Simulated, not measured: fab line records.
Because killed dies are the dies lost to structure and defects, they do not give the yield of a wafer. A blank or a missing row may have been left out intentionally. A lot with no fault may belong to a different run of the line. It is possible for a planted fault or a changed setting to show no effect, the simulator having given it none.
Chamber matching || flow nand_harc || NHARC_P_GATE_DESCUM_61 on rie_diel-06: 4 sister chambers
The step chemistry O2, time 3 s. 18 wafers are shown with their chamber, then 9 later ones without.

## EACH WAFER AND ITS CHAMBER
{"wafer": "L076.2", "chamber": 1, "drypump_motor_current_A (A)": 6.1, "oes_product_au (a.u.)": 0.995, "throttle_valve_pct (%)": 11.310}
{"wafer": "L076.3", "chamber": 2, "drypump_motor_current_A (A)": 5.8, "oes_product_au (a.u.)": 0.995, "throttle_valve_pct (%)": 11.309}
{"wafer": "L076.6", "chamber": 2, "drypump_motor_current_A (A)": 5.8, "oes_product_au (a.u.)": 0.996, "throttle_valve_pct (%)": 11.327}
{"wafer": "L078.1", "chamber": 0, "drypump_motor_current_A (A)": 4.7, "oes_product_au (a.u.)": 0.993, "throttle_valve_pct (%)": 11.308}
{"wafer": "L078.4", "chamber": 2, "drypump_motor_current_A (A)": 5.8, "oes_product_au (a.u.)": 0.984, "throttle_valve_pct (%)": 11.308}
{"wafer": "L078.5", "chamber": 1, "drypump_motor_current_A (A)": 6.1, "oes_product_au (a.u.)": 0.996, "throttle_valve_pct (%)": 11.296}
{"wafer": "L080.3", "chamber": 0, "drypump_motor_current_A (A)": 4.8, "oes_product_au (a.u.)": 1.007, "throttle_valve_pct (%)": 11.322}
{"wafer": "L080.4", "chamber": 0, "drypump_motor_current_A (A)": 4.7, "oes_product_au (a.u.)": 1.008, "throttle_valve_pct (%)": 11.311}
{"wafer": "L080.5", "chamber": 1, "drypump_motor_current_A (A)": 6.1, "oes_product_au (a.u.)": 1.009, "throttle_valve_pct (%)": 11.306}
{"wafer": "L086.2", "chamber": 3, "drypump_motor_current_A (A)": 6.0, "oes_product_au (a.u.)": 1.001, "throttle_valve_pct (%)": 11.324}
{"wafer": "L086.4", "chamber": 2, "drypump_motor_current_A (A)": 5.8, "oes_product_au (a.u.)": 0.982, "throttle_valve_pct (%)": 11.311}
{"wafer": "L086.6", "chamber": 0, "drypump_motor_current_A (A)": 4.7, "oes_product_au (a.u.)": 0.988, "throttle_valve_pct (%)": 11.305}
{"wafer": "L089.2", "chamber": 3, "drypump_motor_current_A (A)": 5.9, "oes_product_au (a.u.)": 1.005, "throttle_valve_pct (%)": 11.303}
{"wafer": "L089.3", "chamber": 0, "drypump_motor_current_A (A)": 4.7, "oes_product_au (a.u.)": 0.990, "throttle_valve_pct (%)": 11.302}
{"wafer": "L089.4", "chamber": 2, "drypump_motor_current_A (A)": 5.8, "oes_product_au (a.u.)": 1.007, "throttle_valve_pct (%)": 11.306}
{"wafer": "L088.2", "chamber": 1, "drypump_motor_current_A (A)": 6.0, "oes_product_au (a.u.)": 1.006, "throttle_valve_pct (%)": 11.304}
{"wafer": "L088.3", "chamber": 0, "drypump_motor_current_A (A)": 4.7, "oes_product_au (a.u.)": 1.003, "throttle_valve_pct (%)": 11.309}
{"wafer": "L088.5", "chamber": 3, "drypump_motor_current_A (A)": 6.0, "oes_product_au (a.u.)": 1.020, "throttle_valve_pct (%)": 11.322}

SIGNATURES, as means of the wafers listed above
{"reading": "drypump_motor_current_A", "chamber 0": 4.717, "chamber 1": 6.075, "chamber 2": 5.800, "chamber 3": 5.967, "scatter within a chamber": 0.0401}
{"reading": "oes_product_au", "chamber 0": 0.99817, "chamber 1": 1.00150, "chamber 2": 0.99280, "chamber 3": 1.00867, "scatter within a chamber": 0.00908}
{"reading": "throttle_valve_pct", "chamber 0": 11.30950, "chamber 1": 11.30400, "chamber 2": 11.31220, "chamber 3": 11.31633, "scatter within a chamber": 0.008}
Rule: a wafer lies at a distance from a chamber equal to the root of the sum of squares, over the readings, of (its reading less the chamber's mean, divided by the reading's scatter). If the next closest chamber is less than 2 further off than the closest, the wafer can't be placed; otherwise it belongs to the closest. The scatter: the root of (the sum of the squares of (reading less its chamber's mean) over the shown wafers, divided by (wafers less chambers)).

## WAFERS WHOSE CHAMBER IS MISSING
{"wafer": "L090.1", "drypump_motor_current_A (A)": 6.1, "oes_product_au (a.u.)": 0.998, "throttle_valve_pct (%)": 11.308}
{"wafer": "L090.2", "drypump_motor_current_A (A)": 4.7, "oes_product_au (a.u.)": 0.996, "throttle_valve_pct (%)": 11.296}
{"wafer": "L090.3", "drypump_motor_current_A (A)": 6.1, "oes_product_au (a.u.)": 1.001, "throttle_valve_pct (%)": 11.314}
{"wafer": "L091.2", "drypump_motor_current_A (A)": 5.7, "oes_product_au (a.u.)": 1.001, "throttle_valve_pct (%)": 11.314}
{"wafer": "L091.4", "drypump_motor_current_A (A)": 4.7, "oes_product_au (a.u.)": 0.997, "throttle_valve_pct (%)": 11.324}
{"wafer": "L091.5", "drypump_motor_current_A (A)": 6.0, "oes_product_au (a.u.)": 1.002, "throttle_valve_pct (%)": 11.308}
{"wafer": "L093.1", "drypump_motor_current_A (A)": 5.8, "oes_product_au (a.u.)": 1.012, "throttle_valve_pct (%)": 11.319}
{"wafer": "L093.2", "drypump_motor_current_A (A)": 4.7, "oes_product_au (a.u.)": 0.995, "throttle_valve_pct (%)": 11.317}
{"wafer": "L093.4", "drypump_motor_current_A (A)": 6.0, "oes_product_au (a.u.)": 1.009, "throttle_valve_pct (%)": 11.298}

## CHAMBER TAKEN BY EACH
{"wafer": "L090.1", "from the rows above": 1, "in truth": 1}
{"wafer": "L090.2", "from the rows above": 0, "in truth": 0}
{"wafer": "L090.3", "from the rows above": 1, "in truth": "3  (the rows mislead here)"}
{"wafer": "L091.2", "from the rows above": 2, "in truth": 2}
{"wafer": "L091.4", "from the rows above": 0, "in truth": 0}
{"wafer": "L091.5", "from the rows above": "can't be placed: 3 or 1", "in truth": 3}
{"wafer": "L093.1", "from the rows above": "can't be placed: 2 or 3", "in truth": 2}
{"wafer": "L093.2", "from the rows above": 0, "in truth": 0}
{"wafer": "L093.4", "from the rows above": "can't be placed: 1 or 3", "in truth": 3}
Correctly placed: 5 of 9. Not placeable from these rows: 3 (in 3, the candidates include the true chamber). Number placed wrongly: 1.
